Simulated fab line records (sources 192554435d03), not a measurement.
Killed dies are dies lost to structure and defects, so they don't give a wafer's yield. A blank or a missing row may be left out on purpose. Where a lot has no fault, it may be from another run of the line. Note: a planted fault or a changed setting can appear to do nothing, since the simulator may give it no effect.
Which tool did it? || flow n5 finfet || at 1 step of a route of 1938, 18 lots with 54 wafers sampled

WHAT EACH GAUGE READ, for each wafer
N5_BEOL_M10_OVL_MEAS_12. Usual: for M10_OVL the level is -0.7 nm and the standard deviation is 0.74.
{"lot": "L074", "measured": "day 9 22:19", "on": "overlay-01", "M10_OVL (nm)": "-1.1 -1.6 -1.8", "flag": ""}
{"lot": "L076", "measured": "day 10 18:23", "on": "overlay-01", "M10_OVL (nm)": "-1.0 -1.0 -0.2", "flag": ""}
{"lot": "L078", "measured": "day 11 11:44", "on": "overlay-02", "M10_OVL (nm)": "-0.5 0.0 -2.2", "flag": ""}
{"lot": "L080", "measured": "day 11 16:06", "on": "overlay-02", "M10_OVL (nm)": "-0.6 -0.7 -1.8", "flag": ""}
{"lot": "L081", "measured": "day 12 01:21", "on": "overlay-01", "M10_OVL (nm)": "-1.5 -1.1 -0.3", "flag": ""}
{"lot": "L082", "measured": "day 12 10:22", "on": "overlay-01", "M10_OVL (nm)": "-1.8 -1.3 -2.1", "flag": ""}
{"lot": "L083", "measured": "day 12 19:22", "on": "overlay-02", "M10_OVL (nm)": "-0.5 0.2 0.1", "flag": ""}
{"lot": "L084", "measured": "day 13 04:47", "on": "overlay-02", "M10_OVL (nm)": "-0.9 -1.0 0.7", "flag": ""}
{"lot": "L086", "measured": "day 13 05:21", "on": "overlay-02", "M10_OVL (nm)": "-0.7 -1.2 0.5", "flag": ""}
{"lot": "L088", "measured": "day 13 15:44", "on": "overlay-02", "M10_OVL (nm)": "-1.7 -0.2 -0.3", "flag": ""}
{"lot": "L087", "measured": "day 13 15:53", "on": "overlay-02", "M10_OVL (nm)": "0.3 0.0 -1.5", "flag": ""}
{"lot": "L089", "measured": "day 14 07:22", "on": "overlay-02", "M10_OVL (nm)": "-1.6 -1.1 -0.4", "flag": ""}
{"lot": "L090", "measured": "day 14 09:26", "on": "overlay-02", "M10_OVL (nm)": "0.7 -0.2 -0.6", "flag": ""}
{"lot": "L092", "measured": "day 14 17:45", "on": "overlay-01", "M10_OVL (nm)": "-0.3 -0.2 -0.6", "flag": ""}
{"lot": "L093", "measured": "day 15 01:04", "on": "overlay-01", "M10_OVL (nm)": "-1.3 -1.0 -0.4", "flag": ""}
{"lot": "L094", "measured": "day 15 04:23", "on": "overlay-02", "M10_OVL (nm)": "0.1 -0.5 -0.4", "flag": ""}
{"lot": "L096", "measured": "day 15 18:23", "on": "overlay-01", "M10_OVL (nm)": "0.2 -0.1 -0.7", "flag": ""}
{"lot": "L097", "measured": "day 16 03:34", "on": "overlay-01", "M10_OVL (nm)": "-0.4 -0.2 -0.8", "flag": ""}

WHICH TOOL RAN EACH LOT (tool, then ch and the chambers of the sampled wafers, then the start)
The record holds no process step before these readings.

AS READ BY THE TOOLS THEMSELVES (means over the sampled wafers that have a number; for cases with no such wafer, the mark the record gives instead)
The record holds no such reading with a usual standard deviation.

THE ANSWER, worked out from the rows above alone
Rule: a lot is off if the mean of its wafers that have a number lies more than 3 standard deviations from the usual mean. Also off: a lot with no number at a reading for which 4 or more lots have one. All remaining lots with rows at the step are treated as sound. The gauges are gone through in route order, then the tools' own readings, and for those a lot's mean is taken as printed above. The first step at which some lot is off is used, and at that step the reading that is off furthest; a lot without a number counts as furthest.
None of the lots is off at any reading shown; this tells nothing.

WHAT THE SIMULATOR HAD INSERTED
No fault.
